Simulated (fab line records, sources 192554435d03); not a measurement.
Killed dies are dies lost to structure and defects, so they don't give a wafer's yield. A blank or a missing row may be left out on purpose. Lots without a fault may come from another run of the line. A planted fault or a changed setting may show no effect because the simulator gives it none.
One fault seen from 2 desks | flow n5_finfet | each desk has only its own numbers; what lay behind them comes last

THE TOOL OWNER'S DESK: pvd_sputter-01
The tool's own readings at N5_BEOL_M11_DEGAS_44 (time 60 s): means of the sampled wafers that have a number, for each lot that ran on this tool. A lot is out of limits, marked OUT, if its mean lies more than 4 standard deviations from the usual mean; the brackets give that distance.
Columns: A = heater_power_w at N5_BEOL_M11_DEGAS_44, usual 332 W; B = susceptor_temp_C at N5_BEOL_M11_DEGAS_44, usual 249.99 C
lot  | first seen here | A   | B
L496 | day 12 18:38    | 379 | 249.94
L499 | day 14 13:52    | 384 | 246.59 (-17) OUT
This desk's finding: out of limits on L499; first on L499, day 14 13:52 (susceptor_temp_C at N5_BEOL_M11_DEGAS_44). In limits: L496.

THE METROLOGY DESK
What the gauges read, lot by lot, whatever tool the lot ran on: means of the sampled wafers that have a number. A lot is out of limits, marked OUT, if its mean lies more than 4 standard deviations from the usual mean; the brackets give that distance.
Columns: A = trench_depth_nm at N5_BEOL_M11_OCD_MEAS_38, usual 148 nm; B = cd_nm at N5_BEOL_M11_CD_MEAS_35, usual 69.6 nm
lot  | first seen here | A   | B
L492 | day 11 20:25    | 148 | 69.5
L496 | day 12 17:13    | 148 | 69.0
L497 | day 13 23:01    | 153 | 69.9
L499 | day 14 13:03    | 151 | 69.2
L509 | day 16 20:13    | 145 | 69.7
This desk's finding: nothing out of limits on any of the 5 lots.

PUT TOGETHER
The tool owner's desk could have raised an alarm at day 14 13:52, on L499.
The metrology desk saw nothing out of limits.
The metrology desk has L499 on record, within its limits.
Of the lots named, all ran N5_BEOL_M11_DEGAS_44 on pvd_sputter-01.

WHAT THE SIMULATOR HAD PUT IN
Process parameter drift: pvd_sputter-01, from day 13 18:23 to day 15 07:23, at N5_BEOL_M11_DEGAS_44. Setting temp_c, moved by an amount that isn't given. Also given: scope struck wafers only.
Lots struck among those shown: L499.
Hours from the fault's start to each desk's first reading out of limits: the tool owner's desk, 19.
